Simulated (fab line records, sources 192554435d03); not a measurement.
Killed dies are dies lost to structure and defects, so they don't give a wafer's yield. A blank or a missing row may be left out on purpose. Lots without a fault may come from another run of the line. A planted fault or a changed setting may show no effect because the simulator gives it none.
Chamber matching | flow n5_finfet | N5_BEOL_M9_ETCH_76 on rie_diel-04: 4 sister chambers
The step etches underlayer in N2/H2, target depth 6.5 nm, time 5.2 s. 27 wafers are shown with their chamber, then 12 later ones without.

WAFERS WITH THEIR CHAMBER
wafer  | chamber | showerhead_plenum_p_Torr (Torr) | drypump_motor_current_A (A) | throttle_valve_pct (%)
L076.2 | 0       | 2.62                            | 5.8                         | 18.07
L076.3 | 3       | 2.42                            | 6.6                         | 18.18
L076.4 | 1       | 2.54                            | 6.5                         | 17.86
L077.1 | 3       | 2.42                            | 6.6                         | 18.19
L077.2 | 0       | 2.61                            | 5.7                         | 18.05
L077.4 | 2       | 2.61                            | 5.7                         | 18.08
L080.3 | 3       | 2.42                            | 6.7                         | 18.19
L080.4 | 0       | 2.61                            | 5.7                         | 18.07
L080.5 | 0       | 2.61                            | 5.7                         | 18.08
L082.3 | 1       | 2.54                            | 6.5                         | 17.87
L082.4 | 3       | 2.42                            | 6.6                         | 18.20
L082.5 | 3       | 2.42                            | 6.6                         | 18.22
L084.2 | 1       | 2.54                            | 6.5                         | 17.88
L084.3 | 0       | 2.61                            | 5.7                         | 18.07
L084.6 | 1       | 2.54                            | 6.5                         | 17.85
L083.2 | 1       | 2.54                            | 6.5                         | 17.86
L083.5 | 3       | 2.42                            | 6.6                         | 18.22
L083.6 | 2       | 2.60                            | 5.7                         | 18.13
L086.1 | 1       | 2.54                            | 6.6                         | 17.85
L086.3 | 3       | 2.42                            | 6.6                         | 18.21
L086.5 | 0       | 2.61                            | 5.7                         | 18.08
L085.2 | 0       | 2.61                            | 5.8                         | 18.07
L085.5 | 0       | 2.61                            | 5.8                         | 18.10
L085.6 | 1       | 2.54                            | 6.6                         | 17.86
L088.1 | 0       | 2.60                            | 5.8                         | 18.10
L088.3 | 1       | 2.53                            | 6.5                         | 17.86
L088.4 | 3       | 2.41                            | 6.6                         | 18.22

SIGNATURES (means of the wafers above)
reading                  | chamber 0 | chamber 1 | chamber 2 | chamber 3 | scatter within a chamber
showerhead_plenum_p_Torr | 2.6100    | 2.5387    | 2.6050    | 2.4188    | 0.0043
drypump_motor_current_A  | 5.744     | 6.525     | 5.700     | 6.612     | 0.0447
throttle_valve_pct       | 18.0767   | 17.8612   | 18.1050   | 18.2037   | 0.0158
Rule: a wafer's distance from a chamber is the root of the sum, over the readings, of the square of ((its reading less the chamber's mean) divided by the reading's scatter). The wafer belongs to the nearest chamber; if the next one is less than 2 further off, it can't be placed. The scatter: the root of (the sum of the squares of (reading less its chamber's mean) over the shown wafers, divided by (wafers less chambers)).

WAFERS WITHOUT THEIR CHAMBER
wafer  | showerhead_plenum_p_Torr (Torr) | drypump_motor_current_A (A) | throttle_valve_pct (%)
L089.1 | 2.53                            | 6.5                         | 17.88
L089.4 | 2.60                            | 5.7                         | 18.14
L089.5 | 2.53                            | 6.5                         | 17.88
L093.3 | 2.60                            | 5.7                         | 18.10
L093.4 | 2.60                            | 5.7                         | 18.15
L093.6 | 2.41                            | 6.6                         | 18.24
L095.2 | 2.41                            | 6.6                         | 18.24
L095.3 | 2.60                            | 5.7                         | 18.12
L095.4 | 2.59                            | 5.7                         | 18.14
L096.2 | 2.41                            | 6.6                         | 18.27
L096.4 | 2.60                            | 5.8                         | 18.12
L096.6 | 2.60                            | 5.7                         | 18.14

WHICH CHAMBER EACH WENT THROUGH
wafer  | from the rows above     | in truth
L089.1 | 1                       | 1
L089.4 | 2                       | 2
L089.5 | 1                       | 1
L093.3 | can't be placed: 2 or 0 | 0
L093.4 | 2                       | 2
L093.6 | 3                       | 3
L095.2 | 3                       | 3
L095.3 | 2                       | 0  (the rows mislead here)
L095.4 | 2                       | 2
L096.2 | 3                       | 3
L096.4 | can't be placed: 2 or 0 | 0
L096.6 | 2                       | 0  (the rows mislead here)
Placed correctly: 8 of 12. Can't be placed from these rows: 2 (the true chamber is among the candidates in 2). Placed wrongly: 2.
